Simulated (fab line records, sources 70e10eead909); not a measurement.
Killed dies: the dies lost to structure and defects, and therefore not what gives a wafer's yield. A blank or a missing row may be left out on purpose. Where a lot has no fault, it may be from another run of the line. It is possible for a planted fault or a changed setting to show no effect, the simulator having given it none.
Matching of chambers | flow nand-harc | NHARC_A_STAIRCASE_ETCH_313 on rie-diel-06: 4 sister chambers
The step etches the open film in CF4/CHF3. 4 wafers are shown with their chamber, then 7 later ones without.

WAFERS, EACH WITH ITS CHAMBER
wafer  | chamber | showerhead-plenum-p-Torr (Torr)
L081.5 | 3       | 1.54
L082.6 | 1       | 1.60
L085.2 | 2       | 1.67
L085.4 | 0       | 1.57

WAFERS WITHOUT THEIR CHAMBER
wafer  | showerhead-plenum-p-Torr (Torr)
L085.6 | 1.57
L092.1 | 1.57
L092.2 | 1.59
L092.6 | 1.53
L095.2 | 1.53
L095.3 | 1.56
L095.6 | 1.57

WHICH CHAMBER EACH WENT THROUGH
wafer  | from the rows above     | in truth
L085.6 | 0                       | 0
L092.1 | 0                       | 0
L092.2 | can't be placed: 1 or 0 | 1
L092.6 | 3                       | 3
L095.2 | 3                       | 3
L095.3 | can't be placed: 0 or 3 | 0
L095.6 | 0                       | 0
5 of 7 placed correctly. Unplaceable from these rows: 2, with the true chamber sitting among the candidates in 2. Number placed wrongly: 0.
How it was worked out, from the rows above alone: a wafer's distance from a chamber is the root of the sum, over the readings, of the square of ((its reading less the chamber's mean) divided by the reading's scatter). The wafer belongs to the nearest chamber; if the next one is less than 2 further off, it can't be placed. A chamber's mean is the mean of its shown wafers. The scatter: with one shown wafer a chamber, the root of the mean of the squares of how far each hidden wafer lies from its nearest shown one.
